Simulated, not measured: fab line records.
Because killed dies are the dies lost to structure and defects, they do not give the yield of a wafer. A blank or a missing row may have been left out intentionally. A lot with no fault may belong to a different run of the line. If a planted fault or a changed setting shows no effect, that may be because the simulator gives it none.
8D (eight disciplines) problem report, filled in by code	flow n5Finfet	the parts of the form that need people (team, actions taken, sign-off) are left out

== 1. WHAT WENT WRONG ==
Mean of exposureDoseMJCm2 at N5_BEOL_M10_EXPOSE_08: 51.79 across 6 wafers in 2 lots; on wafers with no fault it is 53.79 (standard deviation 0.21). Relative to the usual mean, that is a shift of -9.5 standard deviations.
The step: exposes mask M10.
First seen on wafer L997.2, day 12 06:55, on arfiScanner-02. At this step, 35 wafers from 13 lots have a number in the record. Rule for "out", or "out of limits": more than 4 standard deviations from the usual mean. The rest of the wafers with a number are treated as sound.

== 2. WHAT IT IS, AND WHAT IT ISN'T ==
question	is	is not
which readings at this step	exposureDoseMJCm2	-
which lots	L997, L998	L101, L102, L108, L986, L987, L988, L989, L990, L993, L994, L995
which wafers of those lots	all that have a number	-
read on which tools	arfiScanner-02	arfiScanner-01, arfiScanner-03
when	from day 12 06:55	up to then (20 sound wafers); but 9 sound wafers of L101, L102, L108 came after

== 3. SUSPECTS, AND WHAT RULES EACH OUT ==
Counting: a tool stays on the suspect list if, at a process step up to the reading, it processed all lots that are out and no sound lot following the first of them.
- arfiScanner-02 at N5_BEOL_M10_EXPOSE_08 (exposes mask M10): kept. It ran every lot that is out, first L997 (day 12 06:55), and no sound lot after that; its last sound lot up to then is L990 (day 10 20:02). Its own readings are out on those wafers: exposureDoseMJCm2.
Remaining after the count: arfiScanner-02 at N5_BEOL_M10_EXPOSE_08.

== 4. THE CAUSE (what the simulator had put in) ==
Process parameters drifting: arfiScanner-02 at N5_BEOL_M10_EXPOSE_08, beginning at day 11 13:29. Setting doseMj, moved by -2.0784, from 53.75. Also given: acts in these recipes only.
The count eliminated every tool but this one.

== 5. SEQUENCE OF EFFECTS, ordered by route ==
Each row: a reading whose mean over the struck wafers that have a number lies more than 3 standard deviations from the usual. Only readings for which the record gives a usual standard deviation are gone through. hours: the time from each lot's start at the first step in this table that gives one to its start at this step, as a median over the lots. sigmas: the change in usual standard deviations.
hours	step	reading	usual	on struck wafers	change	sigmas
0	N5_BEOL_M10_EXPOSE_08	exposureDoseMJCm2	53.79	51.79	-2.00	-9.5
Here are the process steps it includes:
- N5_BEOL_M10_EXPOSE_08: exposes mask M10.

== 6. WHAT WOULD HAVE CAUGHT IT SOONER ==
The fault began at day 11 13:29; the first out-of-limits reading in this record came at day 12 06:55, 17 hours later.
